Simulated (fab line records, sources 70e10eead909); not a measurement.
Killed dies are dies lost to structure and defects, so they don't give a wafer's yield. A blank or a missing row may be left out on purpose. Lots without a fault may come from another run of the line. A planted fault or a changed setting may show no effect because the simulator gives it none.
A struck lot beside a sound one | flow nand_harc | 25 steps out of a route of 1302
Sound: wafers L972.1, L972.3, L972.4. Struck: wafers L977.1, L977.3, L977.5. The cause comes at the end.
At each step with rows: each side's tool, then ch and its chambers, then its first start. Under that, the readings that differ: sound wafers | struck wafers | difference of the means | sigmas: that difference in standard deviations of wafers without a fault.
alike: readings whose means differ by less than 2 such deviations, and words and numbers that are the same on both sides. not compared: withheld readings, readings that some wafer has no value for, bounds like >300 that may hide the same value, and numbers for which the record gives no deviation and whose values overlap.
The two part at a step that has a row with sigmas, a row that says differs or no value, or rows on one side only. Numbers that don't overlap but have no deviation are shown without sigmas and don't part them. A reading that every wafer of one side lacks parts them only if that side has two wafers or more.

first, 1 step without rows for these wafers: NHARC_A_M0_SRD_25.
NHARC_A_M0_INSPECT_27:
  sound on defect_inspect-01, day 23 16:53; struck on defect_inspect-01, day 26 14:13
  alike: raw_defect_count
NHARC_A_M0_PRE_CLEAN_31: time 12 s.
  sound on pecvd-04 ch 0,1,2, day 23 16:57; struck on pecvd-03 ch 0,1,2, day 26 14:17
  alike: heater_power_w
NHARC_A_M0_DEP_32: deposits SiCN, target thk 30 nm.
  sound on pecvd-04 ch 0,1,2, day 23 17:02; struck on pecvd-03 ch 0,1,2, day 26 14:22
  alike: heater_power_w
then, 7 steps without rows for these wafers: NHARC_A_M1_DEP_00 (deposits SiOC, target thk 182.5 nm); NHARC_A_M1_DEHYDRATE_01 (time 120 s); NHARC_A_M1_HMDS_02 (time 30 s); NHARC_A_M1_COAT_34 (time 65 s); NHARC_A_M1_COAT_03 (resist thk 90 nm); NHARC_A_M1_SOFTBAKE_04 (time 55 s); NHARC_A_M1_EBR_05.
NHARC_A_M1_EXPOSE_06: exposes mask A M1, target cd 120 nm.
  sound on arfi_scanner-01 ch 0, day 23 18:08; struck on arfi_scanner-01 ch 0, day 26 15:19
  reading              | sound             | struck            | difference | sigmas
  exposure_dose_mJ_cm2 | 75.11 75.14 75.11 | 79.27 79.21 79.23 | +4.12      | +51
  alike: mask
then, 2 steps without rows for these wafers: NHARC_A_M1_PEB_07 (peb time 65 s); NHARC_A_M1_DEVELOP_08 (develop time 35 s).
NHARC_A_M1_CD_MEAS_09: target cd 120 nm.
  sound on cd_sem-02 ch 0, day 23 18:17; struck on cd_sem-02 ch 0, day 26 15:28
  reading    | sound             | struck            | difference | sigmas
  cd_nm (nm) | 119.8 120.4 119.2 | 123.3 123.0 123.8 | +3.6       | +7
NHARC_A_M1_OVL_MEAS_10: pitch 240 nm.
  sound on overlay-01, day 23 18:22; struck on overlay-02, day 26 15:33
  alike: overlay_x_nm, overlay_y_nm
NHARC_A_M1_INSPECT_11:
  sound on defect_inspect-01, day 23 18:24; struck on defect_inspect-01, day 26 15:35
  alike: raw_defect_count
NHARC_A_M1_DESCUM_14: chemistry O2, time 3 s.
  sound on rie_diel-03 ch 0,2,3, day 23 18:28; struck on rie_diel-03 ch 0,2,3, day 26 15:40
  reading               | sound             | struck            | difference | sigmas
  model.A_M1.cd_nm (nm) | 119.9 120.1 119.1 | 122.7 122.9 123.5 | +3.3       |
  alike: chamber_pressure_mTorr, drypump_motor_current_A, oes_product_au, rf_vpp_V, showerhead_plenum_p_Torr, throttle_valve_pct
  not compared: rf_hours_counter_h
NHARC_A_M1_ETCH_35: etches the open film in N2/H2, target depth 40 nm, overetch 12 nm, time 43.94 s.
  sound on rie_diel-03 ch 0,2,3, day 23 18:34; struck on rie_diel-03 ch 1,3, day 26 15:44
  alike: chamber_pressure_mTorr, drypump_motor_current_A, oes_product_au, rf_vpp_V, showerhead_plenum_p_Torr, throttle_valve_pct
  not compared: rf_hours_counter_h
NHARC_A_M1_ETCH_15: etches the open film in C4F8/Ar, target depth 182.5 nm, time 91.2 s.
  sound on rie_diel-03 ch 0,1,3; struck on rie_diel-03 ch 0,1,3
  reading               | sound             | struck            | difference | sigmas
  oes_product_au (a.u.) | 0.976 0.968 0.977 | 0.921 0.915 0.925 | -0.053     | -2
  alike: chamber_pressure_mTorr, rf_vpp_V
  not compared: rf_hours_counter_h
NHARC_A_M1_CD_MEAS_16:
  sound on cd_sem-03, day 23 18:46; struck on cd_sem-03, day 26 15:57
  reading    | sound             | struck            | difference | sigmas
  cd_nm (nm) | 119.9 120.1 118.9 | 122.8 122.7 123.5 | +3.4       | +6
NHARC_A_M1_STRIP_18: strips in N2/H2.
  sound on rie_diel-10 ch 0,2,3, day 23 18:51; struck on rie_diel-03 ch 0,2,3, day 26 16:05
  reading               | sound             | struck            | difference | sigmas
  oes_product_au (a.u.) | 1.001 0.988 0.986 | 1.010 1.008 1.006 | +0.016     | +2
  alike: chamber_pressure_mTorr, drypump_motor_current_A, rf_vpp_V, showerhead_plenum_p_Torr, throttle_valve_pct
  not compared: rf_hours_counter_h
NHARC_A_M1_ETCH_28: etches the open film in CF4/N2, target depth 30 nm, time 72.99 s.
  sound on rie_diel-10 ch 0,2,3; struck on rie_diel-03 ch 0,2,3
  reading               | sound             | struck            | difference | sigmas
  model.A_M1.cd_nm (nm) | 119.4 120.2 118.6 | 122.4 122.9 123.8 | +3.6       |
  alike: chamber_pressure_mTorr, drypump_motor_current_A, oes_product_au, rf_vpp_V, showerhead_plenum_p_Torr, throttle_valve_pct
  not compared: rf_hours_counter_h
then, 1 step without rows for these wafers: NHARC_A_M1_STRIP_19 (strips in post etch residue remover, time 600 s).
NHARC_END_SORT_01:
  sound on prober-02 ch 0, day 25 05:53; struck on prober-02 ch 0, day 28 03:57
  reading         | sound | struck | difference | sigmas
  killed_at_other | 8 4 3 | 1 1 1  | -4         | -3
  alike: defect_limited_yield, killed_at_array, killed_at_periphery, killed_dies, killed_open, killed_short

WHERE THEY PART
First at NHARC_A_M1_EXPOSE_06; last, within this record, at NHARC_END_SORT_01.

WHY: what the simulator had put in
Process parameter drift: arfi_scanner-01, from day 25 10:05 on, at NHARC_A_M1_EXPOSE_06. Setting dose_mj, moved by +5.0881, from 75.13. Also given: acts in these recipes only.
